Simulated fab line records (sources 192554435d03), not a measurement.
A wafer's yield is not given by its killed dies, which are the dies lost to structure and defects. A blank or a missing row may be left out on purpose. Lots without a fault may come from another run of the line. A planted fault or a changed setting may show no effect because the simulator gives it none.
Split-lot study    flow n5-finfet    7 lots, 21 wafers read, on a route of 1938 steps

THE SPLIT
At N5_BEOL_M7_EXPOSE_25 (exposes mask V6, target cd 40 nm), the setting dose-mj was moved away from the recipe's 42.5 on 5 of the 21 wafers read, by -4.4% to +6.6%. This setting was run at the recipe's value on the other wafers.

FROM THE SPLIT TO THE READING: what the file shows between them, 2 steps
- N5_BEOL_M7_PEB_26: peb time 60 s
- N5_BEOL_M7_DEVELOP_27: develop time 30 s

THE READING
cd-nm at N5_BEOL_M7_CD_MEAS_28, given in nm (cd target 40 nm). On this fab line, fault-free wafers typically give 40.04 nm with a standard deviation of 0.23 nm.

wafer   tool, chamber at the split  dose-mj as run  against the recipe  cd-nm, nm  against lot-mates on the recipe
L076.2  euv-scanner-01, 0           42.5            recipe              40.17      -
L076.3  euv-scanner-01, 0           42.5            recipe              39.73      -
L076.5  euv-scanner-01, 0           44.95           +5.8%               41.05      +1.10
L078.1  euv-scanner-01, 0           45.32           +6.6%               41.41      +1.27
L078.2  euv-scanner-01, 0           42.5            recipe              40.14      -
L078.6  euv-scanner-01, 0           45.32           +6.6%               41.83      +1.69
L082.2  euv-scanner-01, 0           42.5            recipe              39.50      -
L082.3  euv-scanner-01, 0           42.5            recipe              40.10      -
L082.4  euv-scanner-01, 0           42.5            recipe              39.86      -
L083.1  euv-scanner-01, 0           42.5            recipe              39.83      -
L083.2  euv-scanner-01, 0           42.5            recipe              39.78      -
L083.5  euv-scanner-01, 0           42.5            recipe              40.30      -
L085.1  euv-scanner-01, 0           40.65           -4.4%               39.00      -1.10
L085.2  euv-scanner-01, 0           40.65           -4.4%               38.89      -1.21
L085.5  euv-scanner-01, 0           42.5            recipe              40.10      -
L090.1  euv-scanner-01, 0           42.5            recipe              40.25      -
L090.5  euv-scanner-01, 0           42.5            recipe              40.03      -
L090.6  euv-scanner-01, 0           42.5            recipe              40.23      -
L093.1  euv-scanner-01, 0           42.5            recipe              40.07      -
L093.3  euv-scanner-01, 0           42.5            recipe              40.59      -
L093.5  euv-scanner-01, 0           42.5            recipe              40.27      -

FIT RESULTS
A straight line over all 21 wafers: cd-nm changes by +0.228 nm for each +1% of dose-mj; r = +0.93; the points scatter about the line by 0.26 nm.
The same after taking each lot's own level away (the mean of its wafers on the recipe; 21 wafers): +0.228 nm for each +1%; r = +0.95; scatter 0.2 nm.
The reading moves by 1.5 nm for the largest change in dose-mj, on that fit.
The span of the lots' own levels, 39.820 to 40.310 nm, comes to 2.1 times the standard deviation stated above.
Hence the lot-to-lot level has little effect on the slope; both slopes agree.
Check: for one of the wafers moved furthest among these (+6.6%), held out of the fit, the line's prediction against its lot-mates is +1.57 nm. It came out at +1.27 nm against them.

THESE WAFERS: OTHER SPLITS
Before the reading, these wafers also passed through other splits. Each is held against what the fit with the lots' levels taken away leaves over:
other split on the same wafers  wafers away from the commonest value  r with cd-nm (lot level and that fit taken away)
N5_BEOL_M5_COAT_74 spin-rpm     5                                     +0.10
N5_BEOL_M5_COAT_22 spin-rpm     3                                     +0.02
N5_BEOL_M6_COAT_63 spin-rpm     6                                     -0.15
N5_BEOL_M6_COAT_71 spin-rpm     8                                     -0.01

THE WHOLE CHAIN: every reading that the file lists as answering this split, in the file's order
step                   what it does                                                         reading                                                         change (the file's fit)                r (the file's)
N5_BEOL_M7_CD_MEAS_28  target cd 40 nm                                                      cd-nm                                                           +0.22 nm for each +1% of the setting   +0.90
N5_BEOL_M7_DESCUM_33   chemistry O2, time 7 s                                               BEOL_M7.cd-nm (the simulator's own value, which no gauge read)  +0.178 nm for each +1% of the setting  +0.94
N5_BEOL_M7_ETCH_72     etches underlayer in N2/H2, target depth 6.5 nm, time 5.2 s          BEOL_M7.cd-nm (the simulator's own value, which no gauge read)  +0.19 nm for each +1% of the setting   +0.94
N5_BEOL_M7_ETCH_65     etches SiARC in CF4, target depth 15.6 nm, time 26 s                 BEOL_M7.cd-nm (the simulator's own value, which no gauge read)  +0.201 nm for each +1% of the setting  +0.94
N5_BEOL_M7_ETCH_66     etches SOC in N2/H2, target depth 80 nm, overetch 16 nm, time 120 s  BEOL_M7.cd-nm (the simulator's own value, which no gauge read)  +0.21 nm for each +1% of the setting   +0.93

FILE'S OWN FIT
cd-nm changes by +0.22 nm for each +1% of dose-mj, r = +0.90.
